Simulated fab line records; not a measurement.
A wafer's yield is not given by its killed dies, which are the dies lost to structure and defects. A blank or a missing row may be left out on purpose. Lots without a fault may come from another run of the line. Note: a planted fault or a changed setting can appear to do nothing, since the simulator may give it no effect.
A lot that was struck, set against a sound lot -- flow nand-harc -- 15 steps out of a route of 1302
Sound: the wafers L955.1, L955.3, L955.6. Struck: wafer L949.6; the same lot's L949.1 was not struck, so it is left out; see the end for the cause.
At each step with rows: each side's tool, then ch and its chambers, then its first start. Under that, the readings that differ: sound wafers -- struck wafers -- difference of the means -- sigmas: that difference in standard deviations of wafers without a fault.
alike: readings whose means differ by less than 2 such deviations, and words and numbers that are the same on both sides. not compared: withheld readings, readings that some wafer has no value for, bounds like >300 that may hide the same value, and numbers for which the record gives no deviation and whose values overlap.
A row with sigmas, a row that says differs or no value, or rows on one side alone: a step with any of these is where the two part. Non-overlapping numbers with no deviation appear without sigmas and do not part them. A reading missing from all wafers of one side parts the sides only when that side holds two or more wafers.

first, 2 steps without rows for these wafers: NHARC_A_CONTACT_STRIP_104 (strips in CF4/CHF3); NHARC_A_CONTACT_STRIP_105 (strips in O2/COS).
NHARC_A_CONTACT_ETCH_106: etches the open film in CF4/O2, target depth 90 nm, overetch 9 nm, time 49.5 s.
  sound on rie-diel-12 ch 1,3, day 27 15:58; struck on rie-diel-03 ch 1, day 25 18:13
  alike: drypump-motor-current-A, oes_ar_750_au, oes-product-au, rf-vpp-V, showerhead-plenum-p-Torr, throttle-valve-pct
  not compared: rf-hours-counter-h
NHARC_A_CONTACT_STRIP_82: strips in O2.
  sound on rie-diel-12 ch 0,1,3; struck on rie-diel-03 ch 3
  alike: drypump-motor-current-A, oes-product-au, rf-vpp-V, showerhead-plenum-p-Torr, throttle-valve-pct
  not compared: rf-hours-counter-h
then, 1 step without rows for these wafers: NHARC_A_CONTACT_STRIP_83 (strips in post etch residue remover, time 600 s).
NHARC_A_CONTACT_DEP_84: deposits aC, target thk 2800 nm.
  sound on acl-dep-02 ch 0, day 27 16:41; struck on acl-dep-02 ch 0, day 25 20:17
  alike: throttle-valve-pct
NHARC_A_CONTACT_DEP_85: deposits SiON, target thk 60 nm.
  sound on pecvd-02 ch 0,1, day 27 18:25; struck on pecvd-01 ch 0, day 25 20:38
  alike: heater-power-w, showerhead-vpp-V
then, 5 steps without rows for these wafers: NHARC_A_CONTACT_DEHYDRATE_00 (time 120 s); NHARC_A_CONTACT_HMDS_01 (time 30 s); NHARC_A_CONTACT_COAT_86 (time 75 s); NHARC_A_CONTACT_COAT_87 (time 65 s); NHARC_A_CONTACT_COAT_02 (resist thk 90 nm).
NHARC_A_CONTACT_SOFTBAKE_03: time 55 s.
  sound on litho-track-01 ch 0, day 27 18:00; struck on litho-track-04 ch 0, day 25 20:00
reading,sound,struck,difference,sigmas
heater-power-total-W (W),188.37 188.65 188.31,323.14,+134.70,+99 or more
next, for these wafers, 1 step has no rows: NHARC_A_CONTACT_EBR_04.
-- the record jumps here: 2 days lie between the struck wafers' starts before and after (it left off in module A_CONTACT and takes up again in module END, whose first step shown is number 1302 of the route) --
NHARC_END_SORT_01:
  sound on prober-01 ch 0, day 29 20:29; struck on prober-02 ch 0, day 28 05:32
reading,sound,struck,difference,sigmas
killed-at-other,0 0 1,3,+3,+2
  alike: killed-at-array, killed-at-periphery, killed-dies, killed-open, killed-short

== WHERE THEY PART ==
First at NHARC_A_CONTACT_SOFTBAKE_03; last, within this record, at NHARC_END_SORT_01.

WHY: whatever the simulator had introduced
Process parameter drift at NHARC_A_CONTACT_SOFTBAKE_03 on litho-track-04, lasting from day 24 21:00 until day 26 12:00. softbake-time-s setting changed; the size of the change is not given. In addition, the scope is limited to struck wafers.
